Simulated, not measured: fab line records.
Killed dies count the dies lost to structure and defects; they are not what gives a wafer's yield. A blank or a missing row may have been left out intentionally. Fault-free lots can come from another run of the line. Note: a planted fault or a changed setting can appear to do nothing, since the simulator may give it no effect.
fab line records	flow nand-harc
[record] lots = 6	wafers = 17	last-day = 31
route steps=1302 shown A_SLIT@945 A_SIN_REMOVE@947 A_WL_FILL@952 END@1302
lots that met no fault: from a run of the same line without faults
start-h: hours from the record's first day to the start of the lot's first wafer shown	wait-h: hours from the lot's prior step to this one	" repeats the value in the row above	L1.1+2: a row that stands for several wafers	- value missing, or start not given	* or withheld: withheld	< > ~ a bound
route shown NAME@n: names a module that has steps shown in the file, with the first one's number in the route	usual: mean and standard deviation over wafers with no fault	same: alike in all rows	chamber/n: place in a boat	sites: per-site readings	_std_site: their standard deviation	_edge_site: outer sites' mean less inner sites'	radius-mm: for every site, how far away it sits from the centre of the wafer	mask NAME#n: copy n	behind: the tool/chamber that last shaped the wafer	hold: why the lot went on hold/how many hours it stayed there/how the hold came to an end	device: names the non-switching transistor (n, p or np)	end of line: the tests these same wafers got at the end of their route	a step without rows: its recipe alone	killed: dies that structure and defects cost at the first sort, which is not the same as the wafer's yield	map: shows each die of a wafer: x if killed, . if not, _ if none is there
set.NAME: setting as actually run; set.NAME@STEP: the setting as run at that earlier step	model.NAME: the simulator's own value behind a step, which no gauge read
lots seen at some steps along the route; tables by step, rows by wafer
services: from which hour (start-h, from the record's first day; less than 0 if before it) a tool's chamber was out of use, for how many hours, and why
[[steps]]
[step NHARC_A_SLIT_SRD_20]
[step NHARC_A_SLIT_CD_MEAS_21]
[usual] cd-nm = 289.7/1.2
lot.wafer	tool	chamber	start-h	wait-h	cd-nm
L426.3	cd-sem-03	-	505.64	-	287.8
L426.4	"	-	"	"	290.1
L426.5	"	-	"	"	289.5
L429.2	cd-sem-01	-	506.33	-	289.1
L429.3	"	-	"	"	290.5
L429.6	"	-	"	"	289.3
L427.1	cd-sem-03	-	519.69	-	287.8
L427.3	"	-	"	"	288.9
L427.5	"	-	"	"	289.4
L431.2	cd-sem-03	-	526.18	-	288.0
L431.3	"	-	"	"	289.7
L431.6	"	-	"	"	289.7
L432.4	cd-sem-03	-	548.50	0.1	289.6
L432.6	"	-	"	"	291.9
L441.1	cd-sem-01	-	640.86	-	289.9
L441.2	"	-	"	"	290.9
L441.3	"	-	"	"	289.3
[step NHARC_A_SIN_REMOVE_WET_00]
[recipe] temp-c = 160	time-s = 15300	chemistry = H3PO4
[step NHARC_A_SIN_REMOVE_PRECLEAN_01]
[recipe] time-s = *	temp-c = 50	bath-age-min = 0	chemistry = SC1
[step NHARC_A_SIN_REMOVE_SRD_02]
[step NHARC_A_SIN_REMOVE_INSPECT_04]
[usual] raw-defect-count = 390/73
lot.wafer	tool	chamber	start-h	wait-h	raw-defect-count
L426.3	defect-inspect-02	-	512.32	0.0	342
L426.4	"	-	"	"	354
L426.5	"	-	"	"	336
L429.2	defect-inspect-01	-	512.34	0.0	340
L429.3	"	-	"	"	335
L429.6	"	-	"	"	441
L427.1	defect-inspect-01	-	526.29	0.0	539
L427.3	"	-	"	"	386
L427.5	"	-	"	"	383
L431.2	defect-inspect-02	-	532.86	0.0	392
L431.3	"	-	"	"	380
L431.6	"	-	"	"	370
L432.4	defect-inspect-02	-	555.03	0.0	379
L432.6	"	-	"	"	399
L441.1	defect-inspect-02	-	646.46	0.0	369
L441.2	"	-	"	"	533
L441.3	"	-	"	"	375
[step NHARC_A_WL_FILL_ALD_00]
[recipe] target-thk-a = 30	pulse-time-s = 3	ald-cycles = 30	temp-c = 300	material = Al2O3
[usual] heater-power-outer-w = 241/24	heater-power-w = 435/34	precursor-pulse-height-rel = 0.998/0.02
lot.wafer	tool	chamber	start-h	wait-h	heater-power-outer-w	heater-power-w	precursor-pulse-height-rel
L429.3	ald-hk-04	0	512.40	0.1	215	403	0.991
L429.2	"	1	"	"	262	477	1.011
L429.6	"	1	"	"	268	467	0.983
L426.3	ald-hk-03	0	512.41	0.1	221	395	0.989
L426.4	"	2	"	"	251	471	0.984
L426.5	"	0	"	"	223	394	0.970
L427.1	ald-hk-01	3	526.39	0.1	210	390	0.966
L427.3	"	1	"	"	279	514	0.957
L427.5	"	2	"	"	261	434	0.972
L431.2	ald-hk-04	0	532.93	0.1	215	408	0.967
L431.3	"	3	"	"	226	440	1.024
L431.6	"	0	"	"	218	419	0.977
L432.4	ald-hk-03	0	555.09	0.1	222	403	0.974
L432.6	"	0	"	"	220	400	1.005
L441.1	ald-hk-03	0	646.52	0.1	217	384	0.994
L441.2	"	2	"	"	255	455	0.969
L441.3	"	3	"	"	266	466	0.991
[step NHARC_A_WL_FILL_RTA_01]
[recipe] temp-c = 1000	time-s = 5
[usual] lamp-power-pct = 31.2/1.5	lamp_zone_4_pct = 31.2/1.5	wafer_temp_C_max = 1006.0/1.9
lot.wafer	tool	chamber	start-h	wait-h	lamp-power-pct	lamp_zone_4_pct	wafer_temp_C_max
L429.2	rtp-anneal-02	0	512.70	-	32.4	32.4	1005.5
L429.3	"	0	"	"	32.4	32.4	1004.3
L429.6	"	0	"	"	32.4	32.4	1003.9
L426.3	rtp-anneal-01	0	512.70	-	29.4	29.3	1007.4
L426.4	"	0	"	"	29.3	29.4	1006.3
L426.5	"	0	"	"	29.3	29.3	1006.8
L427.1	rtp-anneal-01	0	526.63	-	29.4	29.3	1006.9
L427.3	"	0	"	"	29.4	29.4	1008.1
L427.5	"	0	"	"	29.4	29.3	1005.8
L431.2	rtp-anneal-02	0	533.24	-	32.5	32.4	1004.0
L431.3	"	0	"	"	32.4	32.5	1005.9
L431.6	"	0	"	"	32.5	32.5	1005.0
L432.4	rtp-anneal-02	0	555.44	-	32.5	32.5	1004.3
L432.6	"	0	"	"	32.4	32.4	1004.5
L441.1	rtp-anneal-02	0	646.80	-	32.4	32.4	1004.5
L441.2	"	0	"	"	32.4	32.5	1006.1
L441.3	"	0	"	"	32.5	32.5	1005.5
[step NHARC_A_WL_FILL_ALD_02]
[recipe] target-thk-a = 20	pulse-time-s = 3	ald-cycles = 100	temp-c = 450	material = TiN
[usual] heater-power-outer-w = 679/93	heater-power-w = 1065/120	precursor-pulse-height-rel = 0.999/0.018
lot.wafer	tool	chamber	start-h	wait-h	heater-power-outer-w	heater-power-w	precursor-pulse-height-rel
L426.4	ald-metal-02	2	512.86	0.1	685	982	0.986
L426.3	"	1	"	"	572	949	0.989
L426.5	"	2	"	"	669	999	1.005
L429.2	ald-metal-03	3	512.92	0.2	645	1025	0.993
L429.3	"	0	"	"	662	1042	0.978
L429.6	"	2	"	"	609	888	1.003
L427.1	ald-metal-02	0	526.88	0.2	611	972	0.984
L427.3	"	1	"	"	550	951	1.017
L427.5	"	0	"	"	600	974	1.016
L431.3	ald-metal-03	1	533.46	0.2	811	1175	1.018
L431.2	"	3	"	"	646	988	0.986
L431.6	"	1	"	"	844	1185	1.005
L432.4	ald-metal-03	0	555.57	0.1	657	1044	1.009
L432.6	"	1	"	"	830	1160	1.003
L441.2	ald-metal-02	0	647.01	0.2	584	938	1.034
L441.3	"	2	"	"	679	1030	0.981
L441.1	"	3	"	"	812	1291	0.975
[step NHARC_A_WL_FILL_CVD_03]
[recipe] target-thk-a = 400	temp-c = 300	pressure-torr = 40	wf6-flow-sccm = 40	h2-flow-sccm = 1600	ar-flow-sccm = 1560	time-s = 279	material = W
[usual] heater-power-outer-w = 267/20	heater-power-w = 467/30	throttle-valve-pct = 8.2/0.31
lot.wafer	tool	chamber	start-h	wait-h	heater-power-outer-w	heater-power-w	throttle-valve-pct
L429.2	cvd-w-01	0	513.32	0.1	288	488	8.7
L429.3	"	1	"	"	239	405	8.5
L429.6	"	0	"	"	284	479	8.6
L426.4	cvd-w-02	0	513.40	0.2	263	464	8.0
L426.3	"	1	"	"	275	498	8.1
L426.5	"	0	"	"	267	462	7.8
L427.1	cvd-w-02	0	527.33	0.1	264	465	8.1
L427.3	"	1	"	"	283	495	8.1
L427.5	"	0	"	"	263	461	8.2
L431.2	cvd-w-02	1	533.91	0.1	276	489	8.2
L431.3	"	1	"	"	283	499	8.1
L431.6	"	1	"	"	282	484	7.8
L432.4	cvd-w-02	1	556.11	0.2	279	505	8.0
L432.6	"	1	"	"	286	491	8.4
L441.2	cvd-w-01	0	647.45	0.1	285	476	8.8
L441.1	"	1	"	"	236	409	8.2
L441.3	"	0	"	"	290	473	8.7
[step NHARC_A_WL_FILL_ETCHBACK_04]
[recipe] target-depth-a = 600	time-s = 120	chemistry = NF3
[usual] drypump-motor-current-A = 5.55/0.25	oes-product-au = 1.004/0.014	run-length-s = 141.3/0.33
lot.wafer	tool	chamber	start-h	wait-h	drypump-motor-current-A	oes-product-au	rf-hours-counter-h	run-length-s
L426.4	rie-metal-02	0	513.74	0.3	5.70	1.008	-	141.2
L426.3	"	1	"	"	5.75	1.005	-	141.5
L426.5	"	0	"	"	5.70	1.003	-	141.1
L429.2	rie-metal-03	1	513.78	0.4	5.13	1.005	-	141.2
L429.3	"	1	"	"	5.16	1.000	-	141.0
L429.6	"	1	"	"	5.15	1.007	-	141.4
L427.1	rie-metal-02	0	527.68	0.3	5.66	1.008	1.2	141.7
L427.3	"	1	"	"	5.72	1.010	-	141.4
L427.5	"	0	"	"	5.66	1.004	-	141.7
L431.2	rie-metal-03	1	534.29	0.3	5.16	1.031	0.0	141.3
L431.3	"	0	"	"	5.27	1.008	-	141.7
L431.6	"	0	"	"	5.30	1.003	-	132.3
L432.4	rie-metal-03	0	556.48	0.3	5.29	1.000	-	141.6
L432.6	"	0	"	"	5.31	1.016	-	132.7
L441.1	rie-metal-01	0	647.83	0.3	5.39	0.984	0.9	141.3
L441.2	"	1	"	"	5.84	1.005	1.3	140.8
L441.3	"	0	"	"	5.40	0.984	-	141.6
[step NHARC_A_WL_FILL_ETCHBACK_05]
[recipe] target-depth-a = 220	time-s = 60	temp-c = 40	chemistry = Cl2/BCl3
[usual] drypump-motor-current-A = 5.55/0.25	oes-product-au = 1.004/0.013	run-length-s = 81.29/0.29	temp-c = 39.98/0.12
lot.wafer	tool	chamber	start-h	wait-h	drypump-motor-current-A	oes-product-au	rf-hours-counter-h	run-length-s	temp-c
L426.3	rie-metal-02	0	513.94	0.1	5.71	1.010	-	81.18	40.14
L426.4	"	1	"	"	5.73	1.011	-	81.82	39.81
L426.5	"	1	"	"	5.70	1.003	-	81.61	39.89
L429.2	rie-metal-03	1	514.18	0.3	5.15	1.008	-	81.18	40.13
L429.3	"	1	"	"	5.15	1.001	-	80.95	39.92
L429.6	"	1	"	"	5.16	1.004	-	81.46	40.15
L427.1	rie-metal-02	1	527.90	0.2	5.72	1.013	1.4	81.50	40.04
L427.3	"	1	"	"	5.74	1.002	-	81.27	40.00
L427.5	"	0	"	"	5.70	1.021	-	81.29	39.93
L431.2	rie-metal-03	0	534.50	0.2	5.33	1.007	0.1	81.78	40.11
L431.3	"	1	"	"	5.16	1.027	-	81.02	39.95
L431.6	"	1	"	"	5.14	1.025	-	81.33	40.09
L432.4	rie-metal-03	0	556.65	0.1	5.26	1.006	-	81.34	39.77
L432.6	"	1	"	"	5.16	1.020	-	81.03	39.84
L441.2	rie-metal-01	1	648.07	0.2	5.85	1.001	1.5	80.96	40.00
L441.1	"	0	"	"	5.39	0.986	1.0	81.73	40.02
L441.3	"	0	"	"	5.38	0.983	-	81.42	39.89
[step NHARC_END_SORT_01]
[recipe] temp-c = 25
[usual] killed-at-array = 64/20	killed-at-other = 0.7/1.1	killed-at-periphery = 3.6/2.7	killed-dies = 68/20	killed-open = 2.8/1.9	killed-short = 2.3/1.5
[same] gross-dies = 677
lot.wafer	tool	chamber	start-h	wait-h	killed-at-array	killed-at-other	killed-at-periphery	killed-dies	killed-open	killed-short
L426.3	prober-02	0	612.44	3.1	58	0	7	65	3	2
L426.4	prober-02	0	613.25	3.4	48	0	9	57	4	4
L426.5	prober-02	0	614.06	3.7	53	0	5	58	3	2
L427.1	prober-02	0	637.71	2.5	61	0	3	64	5	3
L427.3	prober-02	0	639.32	3.1	59	0	1	60	4	0
L427.5	prober-02	0	640.93	3.7	51	0	1	52	6	1
L431.2	prober-01	0	638.46	2.8	106	1	2	109	2	5
L431.3	prober-01	0	639.26	3.1	110	0	7	117	0	3
L431.6	prober-01	0	641.66	4.0	93	1	1	95	3	1
L432.4	prober-01	0	655.75	3.4	67	3	3	73	2	3
L432.6	prober-01	0	657.37	4.0	64	1	5	70	1	4
L441.1	prober-02	0	746.01	2.5	79	0	13	92	5	1
// killed by level:class
L426.3 A_CHANNEL_HOLE_D2:chamber-film-flake=36 A_STAIRCASE:chamber-film-flake=7 A_CHANNEL_HOLE_D1:chamber-film-flake=5 P_ZERO_WELL:chamber-film-flake=3 A_SGD_CUT:chamber-film-flake=3 P_GATE:chamber-film-flake=2 A_CONTACT:chamber-film-flake=2 P_CONTACT:geometric-particle:short=1
L426.4 A_CHANNEL_HOLE_D2:chamber-film-flake=33 P_ZERO_WELL:chamber-film-flake=5 A_CHANNEL_HOLE_D1:chamber-film-flake=3 A_STAIRCASE:chamber-film-flake=2 A_CONTACT:chamber-film-flake=2 P_M0:geometric-particle:short=1 P_M1:geometric-particle:open=1 A_ONON_D1:geometric-particle:short=1
L426.5 A_CHANNEL_HOLE_D2:chamber-film-flake=29 A_STAIRCASE:chamber-film-flake=5 A_SGD_CUT:chamber-film-flake=4 A_M1:chamber-film-flake=4 P_ZERO_WELL:chamber-film-flake=3 A_CHANNEL_HOLE_D1:chamber-film-flake=3 A_CHANNEL_HOLE_D1:geometric-particle:short=1 A_DECK1_JOINT:geometric-particle:open=1
L427.1 A_CHANNEL_HOLE_D1:chamber-film-flake=32 A_CHANNEL_HOLE_D2:chamber-film-flake=13 A_WL_FILL:chamber-film-flake=3 A_STAIRCASE:chamber-film-flake=2 A_CONTACT:chamber-film-flake=2 A_M1:chamber-film-flake=2 P_STI:geometric-particle:open=1 P_GATE:geometric-particle:short=1
L431.2 A_CHANNEL_HOLE_D1:chamber-film-flake=36 A_CHANNEL_HOLE_D2:chamber-film-flake=33 A_SLIT:chamber-film-flake=24 A_WL_FILL:chamber-film-flake=4 A_ONON_D1:geometric-particle:short=1 A_CHANNEL_FILL_D1:geometric-particle:short=1 A_CHANNEL_FILL_D1:geometric-particle:open=1 A_SGD_CUT:geometric-particle:short=1
L431.3 A_CHANNEL_HOLE_D1:chamber-film-flake=37 A_CHANNEL_HOLE_D2:chamber-film-flake=35 A_SLIT:chamber-film-flake=26 P_BONDPAD:chamber-film-flake=6 A_STAIRCASE:chamber-film-flake=4 A_ONON_D1:geometric-particle:short=3 A_CONTACT:chamber-film-flake=3 A_WL_FILL:chamber-film-flake=2
L427.3 A_CHANNEL_HOLE_D1:chamber-film-flake=36 A_CHANNEL_HOLE_D2:chamber-film-flake=13 A_CONTACT:chamber-film-flake=3 A_CHANNEL_FILL_D1:geometric-particle:open=2 A_M0:geometric-particle:open=2 A_CHANNEL_FILL_D1:chamber-film-flake=2 P_GATE:chamber-film-flake=1 A_STAIRCASE:chamber-film-flake=1
L427.5 A_CHANNEL_HOLE_D1:chamber-film-flake=32 A_CHANNEL_HOLE_D2:chamber-film-flake=7 A_CHANNEL_FILL_D1:chamber-film-flake=2 A_CHANNEL_FILL_D1:geometric-particle:short=1 A_CHANNEL_FILL_D1:geometric-particle:open=1 A_ONON_D2:geometric-particle:open=1 A_SLIT:geometric-particle:open=1 A_CONTACT:geometric-particle:open=1
L431.6 A_SLIT:chamber-film-flake=31 A_CHANNEL_HOLE_D2:chamber-film-flake=27 A_CHANNEL_HOLE_D1:chamber-film-flake=24 A_CONTACT:chamber-film-flake=3 A_STAIRCASE:chamber-film-flake=2 A_ONON_D2:geometric-particle:short=1 A_CHANNEL_FILL_D2:geometric-particle:open=1 A_SLIT:geometric-particle:open=1
L432.4 A_CHANNEL_HOLE_D1:chamber-film-flake=40 A_CHANNEL_HOLE_D2:chamber-film-flake=15 THIN_TSV:chamber-film-flake=3 A_STAIRCASE:chamber-film-flake=2 A_M0:chamber-film-flake=2 P_M1:geometric-particle:open=1 A_ONON_D1:geometric-particle:short=1 A_CHANNEL_FILL_D1:geometric-particle:short=1
L432.6 A_CHANNEL_HOLE_D1:chamber-film-flake=37 A_CHANNEL_HOLE_D2:chamber-film-flake=11 A_CONTACT:chamber-film-flake=6 P_ZERO_WELL:chamber-film-flake=3 A_CHANNEL_FILL_D2:geometric-particle:short=2 A_CHANNEL_FILL_D2:chamber-film-flake=2 A_STAIRCASE:chamber-film-flake=2 A_M0:chamber-film-flake=2
L441.1 A_SLIT:chamber-film-flake=40 A_CHANNEL_HOLE_D1:chamber-film-flake=19 A_STAIRCASE:chamber-film-flake=7 P_GATE:chamber-film-flake=5 A_CONTACT:chamber-film-flake=4 P_ZERO_WELL:chamber-film-flake=3 P_M1:chamber-film-flake=3 A_CHANNEL_FILL_D2:chamber-film-flake=2
[[services]]
tool	chamber	start-h	hours	kind
rie-metal-03	0	513.37	3.7	repair
rie-metal-03	-	519.00	9.0	pm
rie-metal-03	0	519.00	9.0	vent-cycle
rie-metal-03	1	519.00	9.0	vent-cycle
rie-metal-03	0	528.00	-	clean
rie-metal-03	1	528.00	-	clean
cvd-w-01	-	547.00	13.0	pm
rie-metal-01	-	556.75	0.5	repair
ald-metal-03	-	568.00	10.0	pm
rie-metal-01	0	573.81	24.2	repair
rie-metal-01	-	575.00	9.0	pm
ald-hk-03	-	577.73	10.0	pm
ald-metal-02	2	607.83	25.9	repair
ald-metal-02	-	610.00	10.0	pm
ald-hk-04	-	610.75	10.0	pm
ald-metal-02	3	625.46	4.1	repair
cvd-w-02	-	631.00	13.0	pm
cvd-w-02	0	631.00	13.0	vent-cycle
rie-metal-02	-	631.07	9.0	pm
rie-metal-02	0	631.07	9.0	vent-cycle
rie-metal-02	1	631.07	9.0	vent-cycle
ald-metal-03	-	631.81	1.7	repair
rie-metal-02	0	640.07	-	clean
rie-metal-02	1	640.07	-	clean
[[key]]
[first-sign] step = NHARC_A_WL_FILL_ETCHBACK_04	reading = run-length-s	direction = down	sigmas = 26	usual = *	struck = *
effect none on later readings
met-at NHARC_A_WL_FILL_ETCHBACK_04
struck-wafers L431.6,L432.6
tester-left-out L431,L432
onset-between 513.78 534.29
[fault] kind = process-parameter-drift	tool = rie-metal-03	chamber = -	onset-h = 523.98	steps = NHARC_A_WL_FILL_ETCHBACK_04	channel = time-s	offset = *	shape = step	end-h = 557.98	scope = struck-wafers-only	acts-in = *	stated = *
// tester-left-out: of these lots the tester's yield and bins aren't shown, on N5 and GAA mostly nor the transistor test; their killed dies are dies lost to structure and defects alone, not to doping, threshold or leakage, so they don't give the yield
